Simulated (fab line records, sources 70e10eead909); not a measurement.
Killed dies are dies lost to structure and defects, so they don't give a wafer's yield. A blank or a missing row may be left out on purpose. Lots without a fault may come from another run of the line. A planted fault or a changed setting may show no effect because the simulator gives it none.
fab line records | flow nand_harc
record lots=24 wafers=72 last_day=24
route steps=1159 shown A_SGD_CUT@777 A_SLIT@790 A_WL_FILL@816 A_CONTACT@859
lots that met no fault: from a run of the same line without faults
start_h: hours from the record's first day to the start of the lot's first wafer shown | wait_h: hours since the lot's step before | " the same as in the row above | L1.1+2: a row that stands for several wafers | - no value, or no start given | * or withheld: withheld | < > ~ a bound
route shown NAME@n: a module of which the file shows steps, and the number in the route of the first | usual: mean/standard deviation of fault-free wafers | same: alike in all rows | chamber/n: place in a boat | sites: the reading at each site | _std_site: their standard deviation | _edge_site: outer sites' mean less inner sites' | radius_mm: how far each site lies from the wafer's centre | mask NAME#n: copy n | behind: the tool/chamber that last shaped the wafer | hold: why the lot was held/for how many hours/how that ended | device: the transistor (n, p or np) that didn't switch | end of line: the same wafers' tests at the end of the route | a step without rows: its recipe alone | killed: dies lost to structure and defects at the first sort, not the wafer's yield | map: a wafer's dies, x killed, . not, _ none there
set.NAME: the setting as run; set.NAME@STEP: as run at that earlier step | model.NAME: the simulator's own value behind a step, which no gauge read
steps of the route over a sample of lots; a table a step, a row a wafer
services: from which hour (start_h, from the record's first day; less than 0 if before it) a tool's chamber was out of use, for how many hours, and why
## steps
# step NHARC_A_SGD_CUT_STRIP_28
# recipe time_s=20 o2_flow_sccm=500 ar_flow_sccm=0 bias_w=0 chemistry=O2
# usual drypump_motor_current_A=5.73/0.26 oes_product_au=1.000/0.0065 rf_vpp_V=57.8/0.84 showerhead_plenum_p_Torr=3.54/0.13 throttle_valve_pct=17.037/0.0088
# same bias_w=0
# columns lot.wafer tool chamber start_h wait_h drypump_motor_current_A oes_product_au rf_hours_counter_h rf_vpp_V showerhead_plenum_p_Torr throttle_valve_pct
L075.4 rie_diel-06 0 - - 5.30 0.992 6 57.5 3.73 17.036
L075.1 " 3 " " 5.59 1.008 3 56.5 3.40 17.043
L075.5 " 1 " " 5.60 1.008 - 57.3 3.56 17.042
L074.1 rie_diel-04 0 - - 5.55 1.004 3 57.1 3.32 17.019
L074.2 " 3 " " 6.03 1.012 2 58.5 3.74 17.024
L074.5 " 0 " " 5.55 1.005 - 57.2 3.32 17.032
L076.4 rie_diel-04 1 - - 5.67 0.990 4 57.8 3.47 17.041
L076.1 " 2 " " 6.27 1.001 3 58.4 3.55 17.017
L076.6 " 0 " " 5.57 0.997 - 57.4 3.32 17.041
L077.4 rie_diel-08 3 - - 5.53 1.008 3 58.2 3.41 17.035
L077.2 " 1 " " 5.52 0.996 3 57.3 3.53 17.050
L077.6 " 3 " " 5.53 1.006 - 57.8 3.41 17.028
L080.4 rie_diel-06 3 - - 5.58 1.001 5 57.2 3.40 17.045
L080.3 " 0 " " 5.32 1.000 8 58.4 3.72 17.057
L080.5 " 1 " " 5.61 1.008 - 57.3 3.55 17.043
L078.3 rie_diel-08 2 - - 5.75 1.003 3 58.0 3.60 17.030
L078.1 " 3 " " 5.51 0.999 3 57.2 3.41 17.035
L078.5 " 1 " " 5.53 1.003 - 57.7 3.53 17.025
L079.2 rie_diel-04 3 - - 6.05 1.006 5 58.5 3.74 17.031
L079.5 " 0 " " 5.57 1.002 - 57.0 3.32 17.018
L079.6 " 1 " " 5.67 0.989 - 59.4 3.47 17.025
L081.2 rie_diel-06 1 - - 5.60 1.013 8 57.9 3.55 17.048
L081.6 " 1 " " 5.61 1.003 - 58.4 3.55 17.047
L081.5 " 2 " " 5.90 0.993 - 58.5 3.63 17.051
L082.1 rie_diel-04 2 - - 6.29 0.991 6 59.7 3.55 17.039
L082.6 " 0 " " 5.55 1.000 - 57.1 3.32 17.050
L082.5 " 1 " " 5.66 0.994 - 57.2 3.47 17.030
L084.4 rie_diel-06 0 - - 5.30 0.995 12 59.8 3.72 17.017
L084.1 " 1 " " 5.56 0.997 9 57.4 3.55 17.038
L084.3 " 2 " " 5.88 0.993 10 57.7 3.63 17.035
L083.3 rie_diel-08 2 - - 5.76 1.004 8 58.3 3.60 17.032
L083.2 " 3 " " 5.55 1.006 8 57.7 3.40 17.045
L083.1 " 0 " " 5.85 1.002 9 57.9 3.61 17.046
L088.3 rie_diel-04 0 - - 5.54 1.000 10 56.4 3.32 17.050
L088.5 " 0 " " 5.55 0.995 - 58.5 3.32 17.048
L088.6 " 1 " " 5.66 1.000 - 58.6 3.47 17.039
L085.4 rie_diel-06 2 396.59 0.1 5.85 0.993 - 58.4 3.63 17.038
L085.6 " 0 " " 5.29 0.992 - 58.8 3.72 17.033
L085.5 " 1 " " 5.58 1.008 - 58.7 3.55 17.046
L086.1 rie_diel-06 2 396.63 0.1 5.84 0.995 12 58.5 3.63 17.047
L086.2 " 0 " " 5.32 1.003 13 57.7 3.72 17.039
L086.3 " 1 " " 5.58 1.014 11 58.2 3.55 17.043
L090.4 rie_diel-04 3 - - 6.03 1.003 10 57.6 3.74 17.037
L090.6 " 2 " " 6.30 1.006 - 58.8 3.55 17.035
L090.5 " 3 " " 6.00 0.995 - 57.9 3.74 17.031
L091.1 rie_diel-08 1 - - 5.52 1.002 11 59.9 3.53 17.041
L091.3 " 3 " " 5.50 1.012 11 57.2 3.40 17.044
L091.5 " 1 " " 5.53 0.996 - 58.3 3.53 17.036
L089.3 rie_diel-08 3 - - 5.52 1.004 11 58.6 3.40 17.043
L089.1 " 2 " " 5.75 1.009 10 58.2 3.59 17.038
L089.6 " 3 " " 5.53 1.005 - 55.3 3.40 17.048
L087.1 rie_diel-04 2 - - 6.27 0.994 11 58.4 3.55 17.052
L087.4 " 0 " " 5.58 0.995 12 58.3 3.32 17.039
L087.6 " 3 " " 6.02 1.000 - 57.7 3.74 17.034
L093.1 rie_diel-04 1 - - 5.68 1.000 13 58.3 3.46 17.022
L093.2 " 3 " " 6.04 1.005 12 58.3 3.74 17.027
L093.6 " 1 " " 5.69 1.005 - 58.6 3.46 17.040
L092.2 rie_diel-04 0 - - 5.64 1.000 13 57.2 3.32 17.044
L092.5 " 3 " " 6.01 1.016 - 58.1 3.74 17.037
L092.6 " 0 " " 5.63 1.003 - 56.0 3.32 17.031
L096.4 rie_diel-04 1 - - 5.69 0.996 15 57.6 3.46 17.025
L096.2 " 2 " " 6.25 0.992 14 56.5 3.55 17.039
L096.3 " 3 " " 6.03 1.008 14 58.3 3.74 17.046
L094.3 rie_diel-08 0 - - 5.85 0.997 16 59.5 3.61 17.019
L094.4 " 1 " " 5.52 1.004 14 58.4 3.52 17.032
L094.6 " 0 " " 5.83 0.998 - 58.6 3.61 17.031
L095.2 rie_diel-06 2 - - 5.89 1.000 2 57.3 3.63 17.031
L095.4 " 3 " " 5.58 1.003 2 57.0 3.40 17.044
L095.1 " 0 " " 5.30 0.994 2 57.5 3.72 17.041
L097.4 rie_diel-04 2 - - 6.30 0.990 14 56.5 3.55 17.031
L097.1 " 0 " " 5.57 0.989 16 58.8 3.32 17.044
L097.5 " 2 " " 6.27 0.993 - 58.1 3.55 17.032
# step NHARC_A_SLIT_CD_MEAS_09
# recipe target_cd_nm=300 landing_energy_ev=500
# usual cd_nm=299.9/0.37
# columns lot.wafer tool chamber start_h wait_h cd_nm
L075.1 cd_sem-03 0 318.27 - 299.9
L075.4 " 0 " " 299.8
L075.5 " 0 " " 300.4
L074.1 cd_sem-02 0 318.50 - 300.2
L074.2 " 0 " " 299.8
L074.5 " 0 " " 300.3
L076.1 cd_sem-03 0 332.13 - 300.1
L076.4 " 0 " " 299.9
L076.6 " 0 " " 299.7
L077.2 cd_sem-03 0 333.56 - 299.6
L077.4 " 0 " " 300.2
L077.6 " 0 " " 299.3
L080.3 cd_sem-01 0 342.26 - 300.5
L080.4 " 0 " " 299.8
L080.5 " 0 " " 300.4
L079.2 cd_sem-01 0 343.12 - 300.0
L079.5 " 0 " " 300.0
L079.6 " 0 " " 299.3
L078.1 cd_sem-02 0 343.75 - 300.5
L078.3 " 0 " " 299.8
L078.5 " 0 " " 300.2
L082.1 cd_sem-03 0 368.20 - 299.5
L082.5 " 0 " " 299.5
L082.6 " 0 " " 299.4
L081.2 cd_sem-01 0 368.24 - 299.8
L081.5 " 0 " " 299.6
L081.6 " 0 " " 299.9
L084.1 cd_sem-03 0 382.65 - 300.5
L084.3 " 0 " " 300.2
L084.4 " 0 " " 300.0
L083.1 cd_sem-02 0 382.93 - 300.1
L083.2 " 0 " " 300.1
L083.3 " 0 " " 300.4
L088.3 cd_sem-03 0 399.75 - 300.0
L088.5 " 0 " " 299.7
L088.6 " 0 " " 299.8
L085.4 cd_sem-02 0 399.92 - 300.7
L085.5 " 0 " " 300.2
L085.6 " 0 " " 300.2
L086.1 cd_sem-01 0 401.34 - 299.9
L086.2 " 0 " " 300.6
L086.3 " 0 " " 300.6
L090.4 cd_sem-02 0 413.80 - 299.8
L090.5 " 0 " " 299.5
L090.6 " 0 " " 300.2
L091.1 cd_sem-02 0 415.33 - 299.5
L091.3 " 0 " " 299.5
L091.5 " 0 " " 300.1
L089.1 cd_sem-02 0 419.99 - 299.6
L089.3 " 0 " " 299.5
L089.6 " 0 " " 299.9
L087.1 cd_sem-03 0 420.99 - 299.9
L087.4 " 0 " " 300.2
L087.6 " 0 " " 300.1
L093.1 cd_sem-03 0 426.91 - 299.3
L093.2 " 0 " " 299.3
L093.6 " 0 " " 300.1
L092.2 cd_sem-02 0 437.70 - 299.4
L092.5 " 0 " " 300.0
L092.6 " 0 " " 299.8
L096.2 cd_sem-03 0 454.50 - 300.3
L096.3 " 0 " " 300.1
L096.4 " 0 " " 299.8
L095.1 cd_sem-02 0 454.79 - 299.8
L095.2 " 0 " " 300.2
L095.4 " 0 " " 299.9
L094.3 cd_sem-01 0 454.96 - 299.7
L094.4 " 0 " " 299.6
L094.6 " 0 " " 299.7
L097.1 cd_sem-02 0 464.35 - 299.7
L097.4 " 0 " " 299.5
L097.5 " 0 " " 300.2
# step NHARC_A_WL_FILL_STRIP_27
# recipe power_w=1500 temp_c=250 time_s=20 chemistry=N2/H2
# usual drypump_motor_current_A=6.1/0.54 heater_power_w=335/25
# columns lot.wafer tool chamber start_h wait_h drypump_motor_current_A heater_power_w rf_hours_counter_h
L074.1 plasma_asher-01 1 337.72 0.1 5.5 378 17
L074.2 " 0 " " 6.7 304 17
L074.5 " 0 " " 6.7 309 -
L075.1 plasma_asher-01 1 340.67 0.2 5.5 363 18
L075.4 " 0 " " 6.8 295 -
L075.5 " 1 " " 5.5 363 -
L076.1 plasma_asher-02 1 352.67 0.1 5.6 315 56
L076.4 " 0 " " 6.5 342 -
L076.6 " 1 " " 5.6 326 -
L077.2 plasma_asher-02 1 353.10 0.1 5.6 330 56
L077.4 " 0 " " 6.5 337 -
L077.6 " 1 " " 5.6 322 -
L078.1 plasma_asher-02 0 358.39 0.1 6.5 336 58
L078.3 " 0 " " 6.5 342 -
L078.5 " 1 " " 5.6 328 -
L079.2 plasma_asher-01 0 358.45 0.1 6.7 301 23
L079.5 " 0 " " 6.7 307 -
L079.6 " 1 " " 5.5 354 -
L080.3 plasma_asher-01 1 361.56 0.4 5.5 373 -
L080.4 " 0 " " 6.7 300 -
L080.5 " 0 " " 6.8 303 -
L081.2 plasma_asher-01 1 390.35 0.1 5.5 357 42
L081.6 " 0 " " 6.7 302 -
L081.5 " 1 " " 5.5 360 -
L082.1 plasma_asher-02 0 393.18 0.1 6.5 344 5
L082.5 " 0 " " 6.4 342 -
L082.6 " 1 " " 5.6 332 -
L084.1 plasma_asher-01 0 398.62 0.1 6.7 301 45
L084.4 " 1 " " 5.5 369 -
L084.3 " 0 " " 6.7 312 -
L083.1 plasma_asher-02 1 398.78 0.1 5.6 332 7
L083.2 " 0 " " 6.5 336 7
L083.3 " 1 " " 5.6 332 -
L085.4 plasma_asher-02 1 416.60 0.1 5.6 336 -
L085.6 " 1 " " 5.6 328 -
L085.5 " 0 " " 6.4 340 -
L088.3 plasma_asher-02 1 416.95 0.2 5.6 334 -
L088.6 " 1 " " 5.6 325 -
L088.5 " 0 " " 6.5 341 -
L086.1 plasma_asher-02 0 419.40 0.1 6.5 341 13
L086.2 " 1 " " 5.6 322 13
L086.3 " 0 " " 6.5 339 -
L090.4 plasma_asher-02 0 429.74 0.2 6.5 335 -
L090.6 " 1 " " 5.6 332 -
L090.5 " 0 " " 6.5 336 -
L091.1 plasma_asher-01 0 430.00 0.1 6.8 305 56
L091.3 " 0 " " 6.7 300 -
L091.5 " 0 " " 6.7 299 -
L089.1 plasma_asher-01 0 436.03 0.1 6.7 303 59
L089.3 " 0 " " 6.7 302 -
L089.6 " 1 " " 5.5 359 -
L087.1 plasma_asher-01 1 436.16 0.2 5.5 366 59
L087.4 " 0 " " 6.8 303 -
L087.6 " 0 " " 6.7 298 -
L093.1 plasma_asher-01 1 446.21 0.1 5.5 360 62
L093.2 " 0 " " 6.7 309 62
L093.6 " 1 " " 5.5 371 -
L092.2 plasma_asher-01 1 463.26 9.0 5.5 388 1
L092.6 " 1 " " 5.5 384 -
L092.5 " 0 " " 6.7 297 -
L096.2 plasma_asher-02 0 471.70 0.1 6.5 333 21
L096.3 " 0 " " 6.5 344 -
L096.4 " 1 " " 5.6 330 -
L095.2 plasma_asher-02 1 472.21 0.1 5.6 339 21
L095.1 " 0 " " 6.5 339 21
L095.4 " 1 " " 5.6 330 -
L094.4 plasma_asher-01 0 475.13 0.1 6.8 292 -
L094.3 " 1 " " 5.5 387 -
L094.6 " 1 " " 5.5 388 -
L097.1 plasma_asher-02 0 480.64 0.1 6.5 341 26
L097.4 " 1 " " 5.6 334 -
L097.5 " 0 " " 6.5 337 -
# step NHARC_A_CONTACT_ETCH_49
# recipe target_depth_a=2600 over_etch_frac=0.3 time_s=475.3 ion_energy_ev=200 n2_flow_sccm=150 h2_flow_sccm=150 ar_flow_sccm=0 rf_w=400 bias_w=150 chemistry=N2/H2
# usual bias_w=150.0/0.47 drypump_motor_current_A=5.7/0.36 oes_product_au=1.003/0.0067 rf_vpp_V=431/3.5 showerhead_plenum_p_Torr=2.04/0.12 throttle_valve_pct=14.171/0.009
# columns lot.wafer tool chamber start_h wait_h bias_w drypump_motor_current_A oes_product_au rf_hours_counter_h rf_vpp_V showerhead_plenum_p_Torr throttle_valve_pct
L075.4 rie_diel-07 2 - - 150.2 5.5 1.010 28 427 1.88 14.177
L075.1 " 1 " " 149.7 5.7 1.001 28 431 2.09 14.167
L075.5 " 2 " " 150.6 5.5 1.006 - 427 1.88 14.177
L074.1 rie_diel-13 0 - - 149.9 5.4 1.007 30 430 2.02 14.161
L074.2 " 1 " " 149.7 6.3 1.012 32 427 1.92 14.183
L074.5 " 3 " " 151.1 5.4 0.998 - 428 1.99 14.163
L077.2 rie_diel-07 1 - - 150.1 5.7 0.996 31 430 2.09 14.169
L077.6 " 1 " " 149.8 5.7 1.002 - 432 2.09 14.168
L077.4 " 2 " " 150.0 5.5 1.005 - 427 1.87 14.162
L078.1 rie_diel-13 2 - - 150.2 5.6 1.016 35 434 2.21 14.181
L078.3 " 3 " " 150.5 5.4 0.998 34 429 1.99 14.170
L078.5 " 2 " " 149.8 5.7 1.009 - 435 2.21 14.163
L079.2 rie_diel-13 0 - - 149.6 5.5 1.016 37 430 2.02 14.164
L079.5 " 3 " " 150.6 5.4 1.013 - 428 1.99 14.153
L079.6 " 0 " " 149.7 5.5 1.009 - 430 2.02 14.182
L076.1 rie_diel-07 2 - - 150.3 5.5 1.016 32 426 1.87 14.182
L076.6 " 2 " " 150.7 5.5 1.011 - 426 1.87 14.174
L076.4 " 3 " " 149.9 6.1 1.006 - 425 1.88 14.158
L080.3 rie_diel-13 3 - - 150.7 5.4 0.994 40 429 1.99 14.174
L080.4 " 0 " " 149.6 5.4 1.005 39 432 2.02 14.175
L080.5 " 2 " " 149.6 5.6 1.007 - 435 2.20 14.154
L081.2 rie_diel-07 1 - - 149.4 5.7 1.007 0 431 2.08 14.165
L081.5 " 2 " " 149.0 5.5 1.002 - 435 2.22 14.176
L081.6 " 3 " " 150.9 6.1 1.001 - 426 1.88 14.175
L082.1 rie_diel-01 1 - - 150.3 5.8 1.008 35 429 1.93 14.178
L082.5 " 3 " " 150.7 5.6 1.006 - 431 2.04 14.170
L082.6 " 0 " " 149.9 5.4 0.994 - 427 1.91 14.178
L084.4 rie_diel-07 2 - - 149.9 5.5 0.999 1 435 2.22 14.159
L084.1 " 3 " " 149.9 6.1 0.998 1 427 1.88 14.171
L084.3 " 0 " " 150.0 5.1 1.007 1 434 2.16 14.171
L083.3 rie_diel-13 0 - - 149.9 5.5 1.007 53 429 2.01 14.176
L083.1 " 1 " " 149.9 6.3 1.007 53 427 1.91 14.161
L083.2 " 3 " " 149.4 5.4 0.999 53 428 1.98 14.156
L088.3 rie_diel-13 3 - - 149.5 5.4 0.992 60 428 1.98 14.156
L088.6 " 3 " " 149.7 5.4 0.991 - 429 1.98 14.180
L088.5 " 0 " " 149.8 5.5 1.005 - 431 2.01 14.175
L086.2 rie_diel-13 0 - - 150.7 5.5 1.002 60 430 2.01 14.175
L086.3 " 1 " " 149.0 6.3 1.002 60 427 1.91 14.167
L086.1 " 2 " " 150.4 5.7 1.006 60 434 2.20 14.178
L085.4 rie_diel-07 0 - - 149.6 5.1 1.004 5 434 2.16 14.183
L085.5 " 1 " " 149.6 5.7 0.996 - 432 2.08 14.163
L085.6 " 2 " " 149.7 5.5 1.005 - 435 2.22 14.162
L091.1 rie_diel-07 0 - - 150.5 5.0 1.013 8 434 2.16 14.157
L091.3 " 1 " " 150.1 5.7 1.004 7 431 2.08 14.168
L091.5 " 3 " " 150.4 6.1 1.004 - 427 1.88 14.163
L090.4 rie_diel-07 0 - - 149.6 5.0 1.014 8 434 2.16 14.173
L090.5 " 3 " " 150.1 6.1 1.010 - 427 1.88 14.173
L090.6 " 0 " " 149.4 5.0 1.013 - 434 2.16 14.184
L087.1 rie_diel-07 1 - - 149.9 5.7 0.997 9 432 2.08 14.182
L087.4 " 2 " " 149.7 5.5 1.008 9 435 2.21 14.150
L087.6 " 3 " " 151.0 6.1 1.004 - 427 1.88 14.172
L089.1 rie_diel-07 1 - - 150.2 5.7 0.994 9 433 2.08 14.176
L089.3 " 0 " " 150.7 5.0 0.999 11 434 2.16 14.173
L089.6 " 2 " " 150.1 5.5 0.999 - 435 2.22 14.172
L093.1 rie_diel-07 2 - - 150.4 5.5 1.003 12 435 2.21 14.182
L093.2 " 0 " " 150.0 5.0 0.997 13 434 2.16 14.169
L093.6 " 1 " " 149.7 5.7 1.003 - 432 2.08 14.179
L092.2 rie_diel-07 0 - - 150.2 5.1 1.007 16 433 2.16 14.164
L092.5 " 2 " " 150.5 5.5 0.992 - 436 2.21 14.165
L092.6 " 3 " " 150.4 6.1 0.998 - 427 1.88 14.167
L095.1 rie_diel-07 0 - - 150.8 5.0 1.005 17 433 2.16 14.176
L095.4 " 1 " " 149.3 5.7 0.995 15 432 2.08 14.182
L095.2 " 2 " " 149.6 5.5 0.998 16 436 2.21 14.184
L096.2 rie_diel-13 1 - - 150.5 6.3 1.011 16 427 1.90 14.178
L096.4 " 2 " " 149.8 5.6 1.016 15 435 2.19 14.159
L096.3 " 3 " " 150.0 5.4 1.000 15 430 1.97 14.172
L094.3 rie_diel-07 3 - - 150.6 6.1 1.008 19 426 1.88 14.187
L094.4 " 0 " " 150.4 5.0 1.016 19 434 2.15 14.180
L094.6 " 2 " " 149.6 5.5 1.003 - 436 2.21 14.159
L097.4 rie_diel-07 2 - - 150.3 5.5 0.997 19 436 2.21 14.176
L097.1 " 0 " " 150.2 5.0 1.003 20 433 2.15 14.161
L097.5 " 1 " " 150.0 5.7 0.993 - 433 2.08 14.167
# step NHARC_A_CONTACT_ETCH_115
# recipe source_w=withheld pressure_mtorr=20 bias_v=3000 time_s=94 target_depth_a=9220 ar_flow_sccm=withheld c4f8_flow_sccm=withheld o2_flow_sccm=withheld chemistry=C4F8/O2/Ar
# columns lot.wafer tool chamber start_h wait_h rf_hours_counter_h
L075.1 har_cap_etch-01 1 368.49 0.1 56
L075.4 " 1 " " -
L075.5 " 1 " " -
L074.2 har_cap_etch-01 0 372.54 0.1 57
L074.1 " 1 " " 57
L074.5 " 1 " " -
L077.2 har_cap_etch-03 1 382.90 0.1 83
L077.4 " 1 " " -
L077.6 " 0 " " -
L078.1 har_cap_etch-02 0 384.45 0.1 11
L078.3 " 0 " " -
L078.5 " 1 " " -
L079.2 har_cap_etch-03 0 388.04 0.1 85
L079.6 " 1 " " -
L079.5 " 0 " " -
L076.1 har_cap_etch-02 0 388.65 0.1 12
L076.4 " 1 " " -
L076.6 " 1 " " -
L080.4 har_cap_etch-02 1 392.71 0.1 -
L080.3 " 0 " " -
L080.5 " 1 " " -
L081.2 har_cap_etch-02 0 419.38 0.1 16
L081.6 " 1 " " -
L081.5 " 0 " " -
L082.1 har_cap_etch-01 0 420.03 0.1 64
L082.5 " 1 " " -
L082.6 " 0 " " -
L084.1 har_cap_etch-03 0 427.28 0.1 91
L084.3 " 1 " " -
L084.4 " 0 " " -
L083.1 har_cap_etch-03 0 430.85 0.1 92
L083.2 " 1 " " 92
L083.3 " 0 " " -
L088.3 har_cap_etch-02 0 446.31 0.1 -
L088.6 " 0 " " -
L088.5 " 1 " " -
L086.1 har_cap_etch-01 0 447.31 0.1 68
L086.2 " 1 " " 68
L086.3 " 0 " " -
L085.4 har_cap_etch-03 0 450.66 0.1 -
L085.6 " 1 " " -
L085.5 " 0 " " -
L091.1 har_cap_etch-02 1 459.80 0.1 24
L091.3 " 1 " " -
L091.5 " 0 " " -
L090.4 har_cap_etch-01 0 460.33 0.1 -
L090.5 " 0 " " -
L090.6 " 1 " " -
L087.1 har_cap_etch-01 1 462.96 0.1 71
L087.4 " 1 " " -
L087.6 " 1 " " -
L089.1 har_cap_etch-03 0 464.85 0.1 98
L089.3 " 0 " " -
L089.6 " 1 " " -
L093.1 har_cap_etch-02 0 474.15 0.1 28
L093.2 " 1 " " 28
L093.6 " 0 " " -
L092.2 har_cap_etch-03 1 497.34 0.1 102
L092.6 " 0 " " -
L092.5 " 1 " " -
L095.2 har_cap_etch-01 1 501.20 0.1 77
L095.1 " 0 " " 77
L095.4 " 1 " " -
L096.2 har_cap_etch-02 0 501.38 0.1 30
L096.3 " 0 " " -
L096.4 " 1 " " -
L094.4 har_cap_etch-03 1 510.66 0.1 -
L094.3 " 0 " " -
L094.6 " 0 " " -
L097.1 har_cap_etch-02 1 512.57 0.1 33
L097.4 " 1 " " -
L097.5 " 1 " " -
# step NHARC_A_CONTACT_ETCH_123
# recipe source_w=withheld pressure_mtorr=20 bias_v=400 time_s=253 target_depth_a=10900 ar_flow_sccm=withheld c4f8_flow_sccm=11.5 o2_flow_sccm=7.2 chemistry=C4F8/O2/Ar
# columns lot.wafer tool chamber start_h wait_h rf_hours_counter_h
L075.1 har_cap_etch-01 1 369.22 0.1 56
L075.4 " 1 " " -
L075.5 " 1 " " -
L074.2 har_cap_etch-01 0 373.27 0.1 58
L074.1 " 1 " " 58
L074.5 " 1 " " -
L077.2 har_cap_etch-03 1 383.62 0.1 84
L077.4 " 1 " " -
L077.6 " 0 " " -
L078.1 har_cap_etch-02 0 385.21 0.1 12
L078.3 " 0 " " -
L078.5 " 1 " " -
L079.2 har_cap_etch-03 0 388.81 0.1 85
L079.6 " 1 " " -
L079.5 " 0 " " -
L076.1 har_cap_etch-02 0 389.62 0.1 13
L076.4 " 1 " " -
L076.6 " 1 " " -
L080.4 har_cap_etch-02 1 393.78 0.2 -
L080.3 " 0 " " -
L080.5 " 1 " " -
L081.2 har_cap_etch-02 0 420.15 0.1 17
L081.6 " 1 " " -
L081.5 " 0 " " -
L082.1 har_cap_etch-01 0 420.79 0.1 64
L082.5 " 1 " " -
L082.6 " 0 " " -
L084.1 har_cap_etch-03 0 428.30 0.2 91
L084.3 " 1 " " -
L084.4 " 0 " " -
L083.1 har_cap_etch-03 0 431.82 0.1 92
L083.2 " 1 " " 92
L083.3 " 0 " " -
L088.3 har_cap_etch-02 0 447.39 0.2 -
L088.6 " 0 " " -
L088.5 " 1 " " -
L086.1 har_cap_etch-01 0 448.04 0.1 68
L086.2 " 1 " " 68
L086.3 " 0 " " -
L085.4 har_cap_etch-03 0 451.78 0.3 -
L085.6 " 1 " " -
L085.5 " 0 " " -
L091.1 har_cap_etch-02 1 460.53 0.1 24
L091.3 " 1 " " -
L091.5 " 0 " " -
L090.4 har_cap_etch-01 0 461.13 0.2 -
L090.5 " 0 " " -
L090.6 " 1 " " -
L087.1 har_cap_etch-01 1 463.69 0.1 72
L087.4 " 1 " " -
L087.6 " 1 " " -
L089.1 har_cap_etch-03 0 465.62 0.1 98
L089.3 " 0 " " -
L089.6 " 1 " " -
L093.1 har_cap_etch-02 0 474.88 0.1 28
L093.2 " 1 " " 28
L093.6 " 0 " " -
L092.2 har_cap_etch-03 1 498.11 0.1 102
L092.6 " 0 " " -
L092.5 " 1 " " -
L095.2 har_cap_etch-01 1 501.93 0.1 78
L095.1 " 0 " " 78
L095.4 " 1 " " -
L096.2 har_cap_etch-02 0 502.11 0.1 31
L096.3 " 0 " " -
L096.4 " 1 " " -
L094.4 har_cap_etch-03 1 511.45 0.2 -
L094.3 " 0 " " -
L094.6 " 0 " " -
L097.1 har_cap_etch-02 1 513.33 0.1 34
L097.4 " 1 " " -
L097.5 " 1 " " -
## services
# columns tool chamber start_h hours kind
rie_diel-13 0 298.36 4.0 repair
rie_diel-07 3 299.84 4.3 repair
rie_diel-08 - 301.80 9.0 pm
har_cap_etch-02 - 306.75 17.0 pm
rie_diel-07 2 314.19 2.9 repair
rie_diel-01 - 314.80 9.0 pm
rie_diel-04 0 346.47 3.3 repair
rie_diel-13 - 346.60 0.4 repair
rie_diel-06 2 354.45 3.2 repair
rie_diel-08 3 356.36 3.5 repair
plasma_asher-02 - 360.00 9.0 pm
har_cap_etch-01 - 364.05 0.2 repair
plasma_asher-02 - 370.43 12.4 repair
rie_diel-07 0 380.10 8.9 repair
rie_diel-06 3 393.45 17.7 repair
plasma_asher-01 - 403.42 0.5 repair
rie_diel-06 - 418.20 9.0 pm
plasma_asher-02 - 442.92 4.7 repair
rie_diel-13 - 453.14 9.0 pm
plasma_asher-01 - 453.25 9.0 pm
rie_diel-04 - 466.13 9.0 pm
rie_diel-08 - 478.80 9.0 pm
rie_diel-04 0 480.29 3.7 repair
plasma_asher-02 - 483.55 9.8 repair
## key
fault none
